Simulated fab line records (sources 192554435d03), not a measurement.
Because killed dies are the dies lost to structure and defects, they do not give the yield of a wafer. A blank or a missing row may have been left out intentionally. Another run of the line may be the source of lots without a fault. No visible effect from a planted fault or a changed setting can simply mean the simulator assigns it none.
Problem report, 8D (eight disciplines) form, completed by code || flow n5-finfet || the parts of the form that need people (team, actions taken, sign-off) are left out

1. THE ISSUE
Wafers without a fault read 2995 W, standard deviation 9.6; rf-fwd-power-W at N5_SD_EPI_P_ETCH_37 reads a mean of 3719 W on 9 wafers belonging to 3 lots. Measured from the usual mean, that is +75 standard deviations.
The step: etches SOC in N2/H2, overetch 108 nm, time 486 s.
First seen on wafer L235.2, day 4 13:29, on rie-diel-06. The record holds 27 wafers of 9 lots with a number at this step. By rule, "out" or "out of limits" means more than 4 standard deviations away from the usual mean. All remaining wafers that have a number are taken as sound.

2. WHAT IT IS, AND WHAT IT ISN'T
{"question": "which readings at this step", "is": "rf-fwd-power-W, rf-vpp-V", "is not": "drypump-motor-current-A, n2-flow-sccm, oes-product-au, showerhead-plenum-p-Torr, throttle-valve-pct"}
{"question": "which lots", "is": "L235, L236, L238", "is not": "L232, L244, L245, L248, L251, L253"}
{"question": "which wafers of those lots", "is": "all that have a number", "is not": "-"}
{"question": "read on which tools", "is": "rie-diel-06", "is not": "rie-diel-03, rie-diel-04"}
{"question": "when", "is": "from day 4 13:29", "is not": "up to then (3 sound wafers); but 15 sound wafers of L244, L245, L248, L251, L253 came after"}

3. WHAT RULES OUT EACH SUSPECT
Counting: a tool at a process step up to the reading stays a suspect if it ran every lot that is out and no sound lot after the first of them.
- rie-diel-06 at N5_SD_EPI_P_ETCH_37 (etches SOC in N2/H2, overetch 108 nm, time 486 s): ruled out as a lasting fault. After its first lot that is out, L235 (day 4 13:29), sound lots L253 ran on it.
Left after counting: nothing in the record.

4. THE CAUSE (what the simulator had put in)
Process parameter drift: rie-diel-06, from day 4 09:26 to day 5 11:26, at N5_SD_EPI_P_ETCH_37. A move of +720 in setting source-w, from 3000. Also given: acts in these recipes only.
Counting ruled it out, wrongly.

5. THE EFFECT CHAIN, in route order
One row per reading whose mean, taken over the struck wafers that have a number, lies over 3 standard deviations from the usual. Scope: only readings with a usual standard deviation given in the record; hours: median across lots of the time from each lot's start at the first step in this table that gives one to its start at this step; sigmas: change in usual standard deviations.
{"hours": 0, "step": "N5_SD_EPI_P_ETCH_37", "reading": "rf-fwd-power-W", "usual": "2995 W", "on struck wafers": 3719, "change": "+724", "sigmas": "+75"}
{"hours": 0, "step": "N5_SD_EPI_P_ETCH_37", "reading": "rf-vpp-V", "usual": "241.1 V", "on struck wafers": 223.3, "change": -17.8, "sigmas": -15}
It contains these process steps:
- N5_SD_EPI_P_ETCH_37: etches SOC in N2/H2, overetch 108 nm, time 486 s.
Later measuring or inspecting steps at which every struck wafer that the step has a row for has a number for every such reading, and none has moved that far: N5_BEOL_M4_RC_MEAS_101.

6. WHAT WOULD HAVE CAUGHT IT SOONER
The fault began at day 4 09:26; the first out-of-limits reading in this record came at day 4 13:29, 4 hours later.
